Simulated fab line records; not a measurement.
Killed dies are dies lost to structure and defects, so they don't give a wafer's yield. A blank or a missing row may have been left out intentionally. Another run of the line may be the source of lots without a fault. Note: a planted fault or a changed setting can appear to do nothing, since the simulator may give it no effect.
fab line records	flow nandHarc
[record] lots = 5	wafers = 13	lastDay = 24
route steps=1159 shown A_ZERO_WELL@401 A_SOURCE_PLATE@413 END@1159
lots untouched by any fault: they come from a run of this same line in which no faults occurred
startH: hours from the record's first day to the start of the lot's first wafer shown	waitH: time in hours since the lot's previous step	" same as the row above	L1.1+2: several wafers, shown together as one row	- either no value or no given start	* or withheld: withheld	< > ~ a bound
route shown NAME@n: names a module that has steps shown in the file, with the first one's number in the route	usual: mean/standard deviation taken from wafers without a fault	same: alike in all rows	chamber/n: place in a boat	sites: each site's reading	_std_site: the standard deviation of these	_edge_site: mean of outer sites minus mean of inner sites	radiusMm: for every site, how far away it sits from the centre of the wafer	mask NAME#n: copy n	behind: the most recent tool/chamber to have shaped the wafer	hold: the reason the lot was held/the length of the hold in hours/how it ended	device: whichever transistor did not switch (one of n, p or np)	end of line: tests run on the same wafers once the route is complete	where a step has no rows: the recipe by itself	killed: not the wafer's yield, but the dies lost to structure and defects at the first sort	map: dies across one wafer; x = killed, . = not, _ = none there
set.NAME: setting as actually run; set.NAME@STEP: the setting as run at that earlier step	model.NAME: the simulator's own value behind a step, which no gauge read
certain route steps with their lots: each step a table, each wafer a row
services: when a tool's chamber went out of use (startH, in hours from the record's first day, below 0 if earlier), for how many hours, and the reason
[[steps]]
[step NHARC_A_ZERO_WELL_CD_MEAS_10]
[recipe] targetCdNm = 2000	landingEnergyEv = 500
[usual] cdNm = 2000.1/1.4
lot.wafer	tool	chamber	startH	waitH	cdNm
L375.1	cdSem-02	0	157.09	-	1999.5
L375.2	"	0	"	"	1998.6
L375.6	"	0	"	"	2000.0
L376.1	cdSem-03	0	162.70	-	1999.7
L376.4	"	0	"	"	1999.6
L376.6	"	0	"	"	2000.4
L381.2	cdSem-02	0	186.62	-	2001.9
L381.3	"	0	"	"	1999.2
L381.5	"	0	"	"	2001.4
L385.1	cdSem-01	0	222.51	-	1997.6
L394.1	cdSem-02	0	269.23	-	2000.5
L394.2	"	0	"	"	2000.5
L394.5	"	0	"	"	1998.7
[step NHARC_A_ZERO_WELL_HARDBAKE_11]
[recipe] tempC = 118	timeS = 65
[step NHARC_A_ZERO_WELL_DESCUM_12]
[recipe] timeS = 3	o2FlowSccm = 200	arFlowSccm = 0	biasPowerW = 0	chemistry = O2
[usual] drypumpMotorCurrentA = 5.7/0.52	mfcArSccm = 0.006/0.0067	oesProductAu = 1.000/0.0073	rfVppV = 57.7/0.98	showerheadPlenumPTorr = 1.91/0.085	throttleValvePct = 11.312/0.0095
lot.wafer	tool	chamber	startH	waitH	drypumpMotorCurrentA	mfcArSccm	oesProductAu	rfHoursCounterH	rfVppV	showerheadPlenumPTorr	throttleValvePct
L375.2	rieDiel-09	3	157.26	-	5.4	0.016	0.990	8	57.1	1.93	11.315
L375.1	"	0	"	"	5.1	0	0.995	7	57.9	2.03	11.314
L375.6	"	2	"	"	6.5	0	0.996	-	58.4	1.84	11.310
L376.1	rieDiel-12	3	162.88	-	6.4	0.013	1.007	10	58.4	1.96	11.335
L376.4	"	0	"	"	5.9	0	0.997	9	56.8	1.78	11.318
L376.6	"	1	"	"	5.4	0	1.002	-	55.6	1.84	11.303
L381.2	rieDiel-05	1	186.78	-	5.1	0	0.997	1	55.5	1.80	11.312
L381.3	"	3	"	"	5.7	0.016	1.007	1	57.7	2.06	11.317
L381.5	"	1	"	"	5.0	0	0.996	-	57.1	1.80	11.309
L385.1	rieDiel-09	0	222.67	-	5.1	0	0.999	15	57.6	2.02	11.323
L394.2	rieDiel-12	3	269.40	-	6.4	0.013	1.003	5	58.7	1.96	11.327
L394.1	"	0	"	"	5.9	0	1.000	5	55.4	1.78	11.296
L394.5	"	1	"	"	5.4	0	0.997	-	56.3	1.84	11.309
[step NHARC_A_ZERO_WELL_ETCH_19]
[recipe] targetDepthA = 800	overetchA = 240	timeS = 87.88	ionEnergyEv = 200	n2FlowSccm = 150	h2FlowSccm = 150	arFlowSccm = 0	rfW = 400	biasW = 150	chemistry = N2/H2
[usual] drypumpMotorCurrentA = 5.7/0.54	mfcArSccm = 0.006/0.0067	oesProductAu = 0.999/0.007	rfVppV = 430.6/2.6	showerheadPlenumPTorr = 2.05/0.089	throttleValvePct = 14.171/0.0096
lot.wafer	tool	chamber	startH	waitH	drypumpMotorCurrentA	mfcArSccm	oesProductAu	rfHoursCounterH	rfVppV	showerheadPlenumPTorr	throttleValvePct
L375.2	rieDiel-09	0	157.33	0.1	5.1	0	1.001	7	433.1	2.16	14.181
L375.1	"	3	"	"	5.4	0.016	1.006	8	429.4	2.06	14.174
L375.6	"	1	"	"	5.1	0.006	1.010	-	430.9	2.08	14.206
L376.1	rieDiel-12	2	162.94	0.1	6.4	0.015	0.989	9	434.9	2.14	14.178
L376.4	"	0	"	"	5.9	0	0.993	9	425.7	1.90	14.184
L376.6	"	3	"	"	6.4	0.013	0.993	-	431.5	2.09	14.163
L381.2	rieDiel-05	3	186.86	0.1	5.6	0.016	1.001	1	434.6	2.20	14.169
L381.3	"	0	"	"	5.8	0.007	0.985	1	428.5	1.97	14.155
L381.5	"	2	"	"	6.0	0	1.002	-	432.7	2.05	14.165
L385.1	rieDiel-09	0	222.77	0.1	5.1	0	0.992	15	435.2	2.16	14.164
L394.1	rieDiel-12	1	269.49	0.1	5.4	0	0.997	5	427.8	1.96	14.182
L394.2	"	0	"	"	5.9	0	0.999	5	427.9	1.89	14.180
L394.5	"	0	"	"	5.9	0	0.995	-	427.1	1.89	14.181
[step NHARC_A_ZERO_WELL_ETCH_13]
[recipe] targetDepthA = 1200	timeS = 40.1	hbrFlowSccm = 150	cl2FlowSccm = 50	rfW = 400	icpW = 400	biasW = 100	chemistry = HBr/Cl2
[usual] drypumpMotorCurrentA = 5.7/0.55	oesProductAu = 0.998/0.0069	throttleValvePct = 26.405/0.0086
lot.wafer	tool	chamber	startH	waitH	drypumpMotorCurrentA	oesProductAu	rfHoursCounterH	throttleValvePct
L375.1	rieSi-06	1	157.47	-	4.8	1.001	1.1	26.407
L375.2	"	2	"	"	5.5	0.994	1.1	26.400
L375.6	"	3	"	"	5.2	0.993	-	26.416
L376.4	rieSi-02	0	163.08	-	6.0	0.997	0.8	26.409
L376.1	"	2	"	"	6.4	0.992	1.0	26.398
L376.6	"	3	"	"	5.1	1.000	-	26.411
L381.3	rieSi-02	0	186.99	-	6.0	1.005	1.0	26.403
L381.2	"	1	"	"	5.7	1.006	1.1	26.409
L381.5	"	3	"	"	5.1	0.993	-	26.404
L385.1	rieSi-02	0	222.87	-	6.0	0.981	0.0	26.404
L394.2	rieSi-02	3	269.63	-	5.1	0.999	0.5	26.403
L394.1	"	1	"	"	5.7	1.005	0.5	26.412
L394.5	"	2	"	"	6.5	0.995	-	26.405
[step NHARC_A_ZERO_WELL_STRIP_14]
[recipe] timeS = 900	tempC = 130	chemistry = SPM
[step NHARC_A_ZERO_WELL_IMPLANT_15]
[recipe] energyKev = 150	doseCm2 = 1e+13	tiltDeg = 7
[step NHARC_A_ZERO_WELL_PRECLEAN_22]
[recipe] timeS = 60	tempC = 50	bathAgeMin = 0	chemistry = SC1
[step NHARC_A_ZERO_WELL_SRD_23]
[step NHARC_A_ZERO_WELL_RTA_16]
[recipe] tempC = 1000	timeS = 10
[usual] lampPowerPct = 27.7/1.6	wafer_temp_C_max = 1003.9/2
lot.wafer	tool	chamber	startH	waitH	lampPowerPct	wafer_temp_C_max
L375.1	rtpAnneal-02	0	158.35	-	26.6	1002.6
L375.2	"	0	"	"	26.6	1002.1
L375.6	"	0	"	"	26.6	1003.4
L376.1	rtpAnneal-02	0	163.97	-	26.6	1003.6
L376.4	"	0	"	"	26.6	1004.2
L376.6	"	0	"	"	26.6	1003.4
L381.2	rtpAnneal-02	0	187.90	-	26.6	1001.5
L381.3	"	0	"	"	26.6	1002.2
L381.5	"	0	"	"	26.5	1002.9
L385.1	rtpAnneal-01	0	223.83	-	30.0	1008.5
L394.1	rtpAnneal-01	0	270.53	-	30.0	1008.9
L394.2	"	0	"	"	30.0	1006.4
L394.5	"	0	"	"	30.0	1005.0
[step NHARC_A_ZERO_WELL_INSPECT_17]
[usual] rawDefectCount = 10/5.5
lot.wafer	tool	chamber	startH	waitH	rawDefectCount
L375.1	defectInspect-01	-	158.55	0.2	2
L375.2	"	-	"	"	10
L375.6	"	-	"	"	13
L376.1	defectInspect-01	-	164.16	0.2	14
L376.4	"	-	"	"	14
L376.6	"	-	"	"	13
L381.2	defectInspect-02	-	188.07	0.1	9
L381.3	"	-	"	"	5
L381.5	"	-	"	"	8
L385.1	defectInspect-02	-	224.03	0.2	5
L394.1	defectInspect-02	-	270.72	0.2	15
L394.2	"	-	"	"	8
L394.5	"	-	"	"	17
[step NHARC_A_SOURCE_PLATE_PRECLEAN_00]
[recipe] timeS = 60	chemistry = HF-LAST
lot.wafer	tool	chamber	startH	waitH
L375.6+2+1	wetBench-04	2,4,5	158.60	0.0
L376.1+4+6	wetBench-09	0,1,5	164.22	0.1
L381.2+5+3	wetBench-09	5,6,2	188.12	0.0
L385.1	wetBench-09	6	224.09	0.1
L394.1+2+5	wetBench-04	5,7,2	270.77	0.1
[step NHARC_A_SOURCE_PLATE_SRD_01]
[step NHARC_A_SOURCE_PLATE_OXIDE_02]
[recipe] targetThkA = 100	tempC = 900	oxTimeS = 1362	material = SiO2
[step NHARC_A_SOURCE_PLATE_THK_MEAS_09]
[recipe] thkMeasGauge = ellipsometry
[usual] thkNm = 9.9/0.99
lot.wafer	tool	chamber	startH	waitH	thkNm
L375.1	filmMetro-02	-	166.38	0.4	8.0
L375.2	"	-	"	"	8.4
L375.6	"	-	"	"	9.1
L376.1	filmMetro-02	-	174.32	0.4	10.6
L376.4	"	-	"	"	9.0
L376.6	"	-	"	"	9.3
L381.2	filmMetro-02	-	195.54	0.4	10.6
L381.3	"	-	"	"	10.7
L381.5	"	-	"	"	11.1
L385.1	filmMetro-02	-	230.03	0.4	9.9
L394.1	filmMetro-01	-	277.14	0.4	9.9
L394.2	"	-	"	"	10.7
L394.5	"	-	"	"	9.6
[step NHARC_A_SOURCE_PLATE_PVD_04]
[recipe] targetThkA = 500	material = WSi2
[step NHARC_A_SOURCE_PLATE_CVD_03]
[recipe] targetThkA = 2000	tempC = 620	pressureMtorr = 200	timeS = 4000	material = poly-Si
[step NHARC_A_SOURCE_PLATE_ANNEAL_05]
[recipe] tempC = 850	timeS = 1800
[step NHARC_A_SOURCE_PLATE_THK_MEAS_06]
[recipe] thkMeasGauge = ellipsometry
[usual] thkNm = 200.5/2.5
lot.wafer	tool	chamber	startH	waitH	thkNm
L375.1	filmMetro-01	-	179.67	0.4	196.7
L375.2	"	-	"	"	195.6
L375.6	"	-	"	"	195.8
L376.1	filmMetro-02	-	187.45	0.4	199.0
L376.4	"	-	"	"	198.9
L376.6	"	-	"	"	197.9
L381.2	filmMetro-01	-	210.64	0.4	198.4
L381.3	"	-	"	"	199.1
L381.5	"	-	"	"	196.7
L385.1	filmMetro-01	-	243.36	0.4	202.3
L394.1	filmMetro-01	-	291.95	0.4	200.7
L394.2	"	-	"	"	202.5
L394.5	"	-	"	"	199.0
[step NHARC_A_SOURCE_PLATE_INSPECT_08]
[usual] rawDefectCount = 58/20
lot.wafer	tool	chamber	startH	waitH	hold	rawDefectCount
L375.1	defectInspect-01	-	179.76	0.0	-	87
L375.2	"	-	"	"	-	82
L375.6	"	-	"	"	-	72
L376.1	defectInspect-02	-	187.53	0.0	-	62
L376.4	"	-	"	"	-	62
L376.6	"	-	"	"	-	48
L381.2	defectInspect-02	-	210.74	0.1	-	87
L381.3	"	-	"	"	-	76
L381.5	"	-	"	"	-	70
L385.1	defectInspect-01	-	243.45	0.0	awaitDispo/0.2h/release	377
L385.1	defectInspect-01	-	243.62	0.2	-	377
L394.1	defectInspect-02	-	292.01	0.0	-	70
L394.2	"	-	"	"	-	39
L394.5	"	-	"	"	-	94
[step NHARC_END_SORT_01]
[recipe] tempC = 25
[usual] killedAtArray = 27/11	killedAtOther = 0.7/0.93	killedAtPeriphery = 2.9/1.9	killedDies = 30/11	killedOpen = 3.1/1.7	killedShort = 1.9/1.3
[same] grossDies = 677
lot.wafer	tool	chamber	startH	waitH	killedAtArray	killedAtOther	killedAtPeriphery	killedDies	killedOpen	killedShort
L385.1	prober-01	0	534.43	2.4	67	1	5	73	3	2
// killed by level:class
L385.1 A_SOURCE_PLATE:unspecified=40 A_CHANNEL_HOLE_D1:chamberFilmFlake=18 A_CONTACT:chamberFilmFlake=6 P_STI:chamberFilmFlake=2 P_M0:geometricParticle:open=1 P_M0:geometricParticle:short=1 P_M2:geometricParticle:open=1 A_CHANNEL_FILL_D1:geometricParticle:open=1
// map L385.1 (x killed, . not)
____________.____________
_________......._________
_______.x...x....._______
______.............______
_____..............._____
____.................____
____.................____
___..................x___
___...................___
__x....x...............__
__.x...................__
_..................x...._
_.....................x._
_......................._
_......................._
_......................._
.........................
....x....................
..x......................
.x....................x..
xxx.x....................
_xxx...................._
_xx.x..................._
_..x............x..xx..._
_x.x.x.............xxxx._
_x................xxxxxx_
__x..............xxxxxx__
__.x........x.....xxxxx__
___...............xxxx___
___.......x......xxxxx___
____..............xxx____
____..............xxx____
_____............x.x_____
______............x______
_______..........._______
_________......._________
____________.____________
// map L376.4 (x killed, . not)
____________.____________
_________......._________
_______..........._______
______.x...........______
_____..x...x........_____
____x....x...........____
____.................____
___.......x...........___
___........x.x........___
__........x............__
__.....................__
_......x..x............._
_x..x..x.x.............._
_.x.....xx.............._
_.........x............._
_...x...xx.............._
...........xx............
x...........x............
..xxxx..x....x...........
.xx.x....................
.xx...........x..........
_x.x...................._
_..x...................._
_..........x............_
_........x..x.x........._
_..x...................._
__.....................__
__.x...................__
___...................___
___...................___
____......x..........____
____.................____
_____..............._____
______.............______
_______..........._______
_________......._________
____________.____________
[[services]]
tool	chamber	startH	hours	kind
rieSi-02	0	145.72	2.0	repair
rieDiel-09	0	148.17	5.7	repair
rieDiel-05	-	151.26	0.7	repair
rieDiel-12	-	156.34	1.7	repair
wetBench-04	-	163.20	8.0	pm
rieDiel-05	-	163.60	9.0	pm
rieSi-02	3	177.34	2.3	repair
rieDiel-12	2	178.02	6.2	repair
rieDiel-12	0	180.90	-	clean
rieDiel-12	1	180.90	-	clean
rieDiel-12	3	180.90	-	clean
rieSi-06	-	183.00	9.0	pm
rieDiel-05	-	188.75	0.4	repair
rieDiel-12	-	202.40	9.0	pm
rieSi-02	-	211.07	9.0	pm
rieDiel-09	-	248.29	1.1	repair
rieDiel-09	0	251.52	14.6	repair
rieSi-02	0	253.58	2.3	repair
rieDiel-09	-	254.10	9.0	pm
rieDiel-05	1	261.79	72.8	repair
rieSi-02	2	262.94	2.3	repair
rieDiel-09	0	268.06	16.5	repair
rieDiel-12	2	269.18	3.9	repair
rieDiel-12	1	270.44	6.8	repair
[[key]]
[firstSign] step = NHARC_A_SOURCE_PLATE_INSPECT_08	reading = visit	direction = added
[effect] step = NHARC_A_SOURCE_PLATE_INSPECT_08	reading = rawDefectCount	direction = up	sigmas = 16	usual = 58	struck = 377
[effect] step = NHARC_END_SORT_01	reading = killedDies	direction = up	sigmas = 3.8	usual = 30	struck = 73
[moreKillsBornAt] NHARC_A_SOURCE_PLATE_PRECLEAN_00@wetBench-09 = 40
metAt NHARC_A_SOURCE_PLATE_PRECLEAN_00
struckWafers L385.1
testerLeftOut L385
onsetBetween 188.12 224.09
alsoFits NHARC_A_ZERO_WELL_DESCUM_12:rieDiel-09,NHARC_A_ZERO_WELL_ETCH_19:rieDiel-09
[fault] kind = chamberParticleSource	tool = wetBench-09	chamber = 6	onsetH = 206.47	steps = NHARC_A_SOURCE_PLATE_PRECLEAN_00	ratePerVisitCm2 = 0.40669	endH = 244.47
// testerLeftOut: of these lots the tester's yield and bins aren't shown, on N5 and GAA mostly nor the transistor test; their killed dies are dies lost to structure and defects alone, not to doping, threshold or leakage, so they don't give the yield
